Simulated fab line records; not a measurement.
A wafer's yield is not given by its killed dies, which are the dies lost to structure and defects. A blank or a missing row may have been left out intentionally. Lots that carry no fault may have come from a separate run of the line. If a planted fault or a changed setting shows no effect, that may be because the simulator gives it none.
fab line records	flow n5_finfet	part 2 of 2: steps 5 to 6 of 6
record: lots: 22	wafers: 66	last_day: 18
route steps=1938 shown BEOL_M8@1345
lots untouched by any fault: they come from a run of this same line in which no faults occurred
start_h: hours from the record's first day to the start of the lot's first wafer shown	wait_h: hours since the lot's step before	" repeats the value in the row above	L1.1+2: several wafers, shown together as one row	- either no value or no given start	* or withheld: withheld	< > ~ a bound
route shown NAME@n: NAME is a module with steps in the file, n the number in the route of the first one	usual: mean/standard deviation of fault-free wafers	same: alike in all rows	chamber/n: place in a boat	sites: each site's reading	_std_site: how widely they spread, as a standard deviation	_edge_site: inner sites' mean taken away from outer sites' mean	radius_mm: for every site, how far away it sits from the centre of the wafer	mask NAME#n: copy n	behind: the most recent tool/chamber to have shaped the wafer	hold: reason for holding the lot/hours on hold/outcome of the hold	device: the transistor (n, p or np) that didn't switch	end of line: at the end of the route, the tests of the same wafers	where a step has no rows: the recipe by itself	killed: dies that structure and defects cost at the first sort, which is not the same as the wafer's yield	map: shows each die of a wafer: x if killed, . if not, _ if none is there
set.NAME: the setting that was run; set.NAME@STEP: the one run at that earlier step	model.NAME: the simulator's own value behind a step, which no gauge read
steps of the route over a sample of lots; a table a step, a row a wafer
services: when a tool's chamber went out of use (start_h, in hours from the record's first day, below 0 if earlier), for how many hours, and the reason
== steps ==
step: N5_BEOL_M8_TRENCH_ETCH_37
recipe: chemistry: C4F6/O2	target_depth_a: 934.78	target: SiCOH_lowk	time_s: 31.2	ion_energy_ev: 250	pressure_mtorr: 30	source_w: 345	bias_w: 185	Ar_flow_sccm: 300	C4F6_flow_sccm: 10	O2_flow_sccm: 10
usual: C4F6_flow_sccm: 10.001/0.029	bias_w: 185.0/0.58	drypump_motor_current_A: 5.8/0.49	mfc_ar_sccm: 299.9/0.87	oes_product_au: 0.80/0.071	rf_vpp_V: 665/6.6	showerhead_plenum_p_Torr: 2.84/0.097	throttle_valve_pct: 20.90/0.23
lot.wafer	tool	chamber	start_h	wait_h	C4F6_flow_sccm	bias_w	drypump_motor_current_A	mfc_ar_sccm	oes_product_au	rf_hours_counter_h	rf_vpp_V	showerhead_plenum_p_Torr	throttle_valve_pct
L074.3	rie_diel-04	0	-	-	9.974	184.6	6.7	301.1	0.70	236	660	2.69	20.73
L074.4	"	2	"	"	10.008	184.9	5.5	300.3	0.72	184	664	2.85	21.25
L074.6	"	0	"	"	9.993	184.3	6.7	300.4	0.70	-	660	2.69	20.74
L075.1	rie_diel-05	1	-	-	10.012	184.9	5.9	300.8	0.85	66	663	2.77	20.89
L075.2	"	3	"	"	10.010	184.8	6.7	301.9	0.73	167	670	2.85	21.05
L075.4	"	2	"	"	9.995	185.1	5.1	300.3	0.88	27	671	2.78	20.61
L076.2	rie_diel-06	0	-	-	9.993	185.8	5.4	299.8	0.82	102	675	3.00	21.09
L076.3	"	2	"	"	9.965	185.1	5.8	298.0	0.87	25	661	2.79	20.75
L076.5	"	0	"	"	9.985	184.4	5.4	297.9	0.82	-	675	3.00	21.09
L078.1	rie_diel-06	1	-	-	10.011	184.8	6.0	299.6	0.71	216	663	2.71	20.88
L078.3	"	3	"	"	9.986	185.4	5.4	299.4	0.84	61	660	2.78	20.53
L078.6	"	3	"	"	9.980	184.3	5.5	301.6	0.83	-	662	2.79	20.54
L077.1	rie_diel-04	1	-	-	10.001	184.9	5.3	300.3	0.79	91	673	2.99	21.00
L077.3	"	2	"	"	10.009	184.6	5.5	299.2	0.70	196	664	2.84	21.28
L077.5	"	0	"	"	9.985	185.5	6.7	299.9	0.69	-	660	2.68	20.74
L079.3	rie_diel-04	2	-	-	10.018	184.7	5.5	300.1	0.70	198	664	2.84	21.28
L079.4	"	3	"	"	9.951	186.6	5.9	300.2	0.85	44	665	2.89	20.77
L079.5	"	2	"	"	10.044	185.2	5.5	301.1	0.70	-	665	2.84	21.27
L080.1	rie_diel-05	2	-	-	10.009	185.6	5.1	299.8	0.88	32	670	2.78	20.60
L080.3	"	1	"	"	10.022	186.3	5.9	299.2	0.84	71	663	2.77	20.89
L080.5	"	0	"	"	9.976	186.0	6.1	299.4	0.86	-	650	2.78	21.00
L081.2	rie_diel-04	3	-	-	10.030	184.3	5.9	300.2	0.85	45	665	2.89	20.77
L081.4	"	2	"	"	9.994	185.4	5.5	298.9	0.70	-	664	2.84	21.28
L081.6	"	1	"	"	9.985	184.7	5.3	300.4	0.79	-	671	2.99	21.04
L082.3	rie_diel-05	0	-	-	9.993	184.6	6.1	299.5	0.86	45	651	2.78	21.02
L082.5	"	1	"	"	9.980	185.1	5.9	299.7	0.84	-	664	2.76	20.91
L082.6	"	2	"	"	9.980	185.1	5.1	299.5	0.88	-	670	2.78	20.60
L083.2	rie_diel-05	2	-	-	9.961	184.7	5.1	300.0	0.88	38	671	2.78	20.62
L083.4	"	0	"	"	9.979	184.4	6.0	299.6	0.85	-	651	2.78	21.00
L083.6	"	1	"	"	10.019	184.9	5.9	299.5	0.84	-	665	2.76	20.92
L084.1	rie_diel-05	0	-	-	10.028	184.9	6.1	299.5	0.85	50	651	2.78	21.02
L084.4	"	1	"	"	9.974	185.2	5.9	299.8	0.84	78	665	2.76	20.91
L084.6	"	2	"	"	9.950	186.2	5.1	299.3	0.87	-	670	2.78	20.61
L085.2	rie_diel-05	3	-	-	10.048	185.0	6.7	300.0	0.73	181	669	2.85	21.07
L085.3	"	2	"	"	9.986	185.2	5.1	300.6	0.86	43	669	2.78	20.62
L085.6	"	1	"	"	10.022	185.3	5.9	299.8	0.83	-	664	2.76	20.91
L086.2	rie_diel-06	2	-	-	9.983	185.1	5.8	298.4	0.85	45	659	2.78	20.77
L086.5	"	2	"	"	10.028	184.5	5.8	300.4	0.83	-	660	2.78	20.78
L086.6	"	1	"	"	9.969	184.3	6.0	298.9	0.69	-	662	2.70	20.92
L087.1	rie_diel-04	2	-	-	10.031	185.3	5.5	300.3	0.68	220	663	2.83	21.31
L087.2	"	1	"	"	9.947	184.1	5.3	299.4	0.76	117	673	2.98	21.04
L087.6	"	0	"	"	10.038	185.1	6.6	301.2	0.93	-	673	3.01	20.45
L088.4	rie_diel-04	1	-	-	10.049	186.0	5.3	298.5	0.78	-	671	2.98	21.05
L088.5	"	0	"	"	9.972	184.0	6.7	300.0	0.94	-	670	3.01	20.43
L088.6	"	2	"	"	9.936	185.4	5.5	299.1	0.69	-	664	2.83	21.31
L089.3	rie_diel-05	1	-	-	10.011	186.3	5.9	299.4	0.82	94	664	2.76	20.93
L089.4	"	3	"	"	9.985	184.8	6.7	300.0	0.72	193	669	2.84	21.08
L089.5	"	3	"	"	9.967	184.7	6.6	300.7	0.71	-	668	2.84	21.09
L091.1	rie_diel-06	1	-	-	10.017	185.2	6.0	299.8	0.68	244	661	2.70	20.91
L091.2	"	3	"	"	10.003	184.3	5.5	300.6	0.79	90	659	2.77	20.58
L091.4	"	0	"	"	9.985	185.0	5.4	300.5	0.77	131	675	2.98	21.13
L093.1	rie_diel-04	3	-	-	9.983	184.6	5.9	300.3	0.82	76	665	2.87	20.81
L093.3	"	1	"	"	10.004	185.1	5.3	300.7	0.77	126	671	2.97	21.07
L093.4	"	0	"	"	9.974	185.5	6.7	300.4	0.91	20	671	3.01	20.45
L095.2	rie_diel-04	1	-	-	10.027	184.5	5.3	300.4	0.76	129	672	2.97	21.08
L095.3	"	2	"	"	10.028	185.6	5.5	299.3	0.68	234	663	2.83	21.33
L095.4	"	0	"	"	9.977	184.4	6.6	301.2	0.90	23	671	3.01	20.46
L094.1	rie_diel-06	1	-	-	10.066	184.8	6.0	299.2	0.67	246	661	2.70	20.93
L094.3	"	2	"	"	9.977	184.4	5.8	298.8	0.83	57	659	2.78	20.80
L094.4	"	3	"	"	10.037	185.3	5.5	299.3	0.79	92	660	2.77	20.58
L096.2	rie_diel-06	0	-	-	10.033	183.9	5.3	300.5	0.78	135	675	2.98	21.14
L096.3	"	3	"	"	10.065	184.3	5.5	298.2	0.80	95	659	2.77	20.59
L096.4	"	1	"	"	9.946	185.6	6.0	300.0	0.69	248	663	2.70	20.93
L097.2	rie_diel-05	2	-	-	9.974	184.9	5.1	298.0	0.82	73	670	2.76	20.66
L097.4	"	3	"	"	9.977	185.7	6.6	301.2	0.71	212	668	2.83	21.12
L097.5	"	0	"	"	9.981	184.2	6.0	297.8	0.80	-	650	2.77	21.06
step: N5_BEOL_M8_STRIP_80
recipe: chemistry: N2/H2	time_s: 10	power_w: 450	temp_c: 40	pressure_mtorr: 20	rf_frequency_hz: 6e+07	bias_power_w: 7	n2_flow_sccm: 200	h2_flow_sccm: 200
usual: drypump_motor_current_A: 5.8/0.5	oes_product_au: 0.80/0.071	rf_vpp_V: 59.1/0.88	showerhead_plenum_p_Torr: 2.53/0.089	throttle_valve_pct: 23.57/0.19
lot.wafer	tool	chamber	start_h	wait_h	drypump_motor_current_A	oes_product_au	rf_hours_counter_h	rf_vpp_V	showerhead_plenum_p_Torr	throttle_valve_pct
L074.3	rie_diel-04	0	-	-	6.7	0.70	236	59.1	2.40	23.74
L074.4	"	2	"	"	5.5	0.71	184	58.9	2.53	23.79
L074.6	"	0	"	"	6.7	0.69	-	59.6	2.40	23.75
L075.1	rie_diel-05	1	-	-	5.9	0.85	66	59.6	2.47	23.61
L075.2	"	3	"	"	6.7	0.74	167	59.8	2.54	23.67
L075.4	"	2	"	"	5.1	0.89	27	59.4	2.48	23.30
L076.2	rie_diel-06	0	-	-	5.4	0.81	102	58.8	2.66	23.46
L076.3	"	2	"	"	5.8	0.88	25	58.8	2.49	23.63
L076.5	"	0	"	"	5.3	0.81	-	59.8	2.66	23.47
L078.1	rie_diel-06	1	-	-	6.0	0.71	216	57.9	2.41	23.55
L078.3	"	3	"	"	5.4	0.82	61	58.1	2.47	22.99
L078.6	"	3	"	"	5.5	0.82	-	58.8	2.47	22.98
L077.1	rie_diel-04	1	-	-	5.3	0.80	91	57.8	2.66	23.69
L077.3	"	2	"	"	5.5	0.70	196	58.9	2.53	23.78
L077.5	"	0	"	"	6.7	0.68	-	58.0	2.40	23.75
L079.3	rie_diel-04	2	-	-	5.5	0.70	198	59.0	2.53	23.79
L079.4	"	3	"	"	5.9	0.85	44	59.8	2.58	23.51
L079.5	"	2	"	"	5.5	0.70	-	57.9	2.53	23.81
L080.1	rie_diel-05	2	-	-	5.1	0.88	32	58.5	2.48	23.32
L080.3	"	1	"	"	5.9	0.84	71	58.4	2.47	23.62
L080.5	"	0	"	"	6.1	0.85	-	58.0	2.48	23.57
L081.2	rie_diel-04	3	-	-	5.8	0.85	45	59.8	2.58	23.50
L081.4	"	2	"	"	5.5	0.71	-	57.7	2.53	23.80
L081.6	"	1	"	"	5.3	0.80	-	60.5	2.66	23.70
L082.3	rie_diel-05	0	-	-	6.0	0.86	45	58.7	2.48	23.58
L082.5	"	1	"	"	5.9	0.85	-	60.9	2.47	23.61
L082.6	"	2	"	"	5.1	0.88	-	60.7	2.48	23.33
L083.2	rie_diel-05	2	-	-	5.1	0.87	38	59.6	2.48	23.33
L083.4	"	0	"	"	6.1	0.85	-	59.6	2.48	23.58
L083.6	"	1	"	"	5.9	0.85	-	59.8	2.47	23.62
L084.1	rie_diel-05	0	-	-	6.1	0.85	50	58.4	2.48	23.57
L084.4	"	1	"	"	5.9	0.84	78	58.4	2.47	23.62
L084.6	"	2	"	"	5.1	0.86	-	58.1	2.48	23.32
L085.2	rie_diel-05	3	-	-	6.7	0.73	181	58.8	2.53	23.67
L085.3	"	2	"	"	5.1	0.86	43	59.6	2.47	23.35
L085.6	"	1	"	"	5.9	0.83	-	58.7	2.47	23.62
L086.2	rie_diel-06	2	-	-	5.8	0.85	45	58.4	2.49	23.63
L086.5	"	2	"	"	5.8	0.86	-	59.8	2.49	23.62
L086.6	"	1	"	"	6.0	0.69	-	57.9	2.40	23.58
L087.1	rie_diel-04	2	-	-	5.5	0.69	220	59.4	2.52	23.84
L087.2	"	1	"	"	5.3	0.78	117	58.7	2.65	23.73
L087.6	"	0	"	"	6.7	0.92	-	59.6	2.71	23.49
L088.4	rie_diel-04	1	-	-	5.3	0.78	-	60.4	2.65	23.73
L088.5	"	0	"	"	6.7	0.93	-	60.2	2.71	23.49
L088.6	"	2	"	"	5.5	0.69	-	60.4	2.52	23.83
L089.3	rie_diel-05	1	-	-	5.9	0.83	94	58.8	2.46	23.64
L089.4	"	3	"	"	6.7	0.71	193	58.4	2.53	23.70
L089.5	"	3	"	"	6.7	0.72	-	57.9	2.53	23.71
L091.1	rie_diel-06	1	-	-	6.0	0.69	244	57.9	2.40	23.58
L091.2	"	3	"	"	5.4	0.80	90	58.9	2.45	23.00
L091.4	"	0	"	"	5.3	0.78	131	58.8	2.64	23.49
L093.1	rie_diel-04	3	-	-	5.9	0.80	76	58.0	2.56	23.54
L093.3	"	1	"	"	5.3	0.76	126	59.2	2.65	23.74
L093.4	"	0	"	"	6.7	0.89	20	60.0	2.71	23.49
L095.2	rie_diel-04	1	-	-	5.3	0.76	129	59.8	2.65	23.75
L095.3	"	2	"	"	5.5	0.68	234	59.1	2.51	23.85
L095.4	"	0	"	"	6.7	0.89	23	58.0	2.70	23.51
L094.1	rie_diel-06	1	-	-	6.0	0.68	246	59.5	2.40	23.59
L094.3	"	2	"	"	5.8	0.83	57	58.9	2.48	23.66
L094.4	"	3	"	"	5.4	0.78	92	59.8	2.45	23.02
L096.2	rie_diel-06	0	-	-	5.4	0.77	135	59.3	2.64	23.50
L096.3	"	3	"	"	5.4	0.79	95	59.1	2.45	23.03
L096.4	"	1	"	"	6.0	0.69	248	58.9	2.39	23.61
L097.2	rie_diel-05	2	-	-	5.1	0.82	73	59.4	2.46	23.36
L097.4	"	3	"	"	6.6	0.70	212	58.0	2.52	23.72
L097.5	"	0	"	"	6.0	0.82	-	59.8	2.46	23.63
== services ==
tool	chamber	start_h	hours	kind
rie_diel-04	3	224.03	4.5	repair
rie_diel-06	-	225.76	0.7	repair
rie_diel-04	3	235.85	2.8	repair
rie_diel-04	0	247.04	-	clean
rie_diel-04	0	247.04	-	consumable_replace:focus_ring
rie_diel-04	0	247.04	-	consumable_replace:showerhead
rie_diel-04	0	247.04	19.1	scheduled_down
rie_diel-04	0	247.04	19.1	vent_cycle
rie_diel-05	-	270.27	0.2	repair
rie_diel-04	3	294.87	1.6	repair
rie_diel-04	0	297.11	5.5	repair
rie_diel-06	1	343.84	-	clean
rie_diel-06	1	343.84	-	consumable_replace:focus_ring
rie_diel-06	1	343.84	-	consumable_replace:showerhead
rie_diel-06	1	343.84	30.5	scheduled_down
rie_diel-06	1	343.84	30.5	vent_cycle
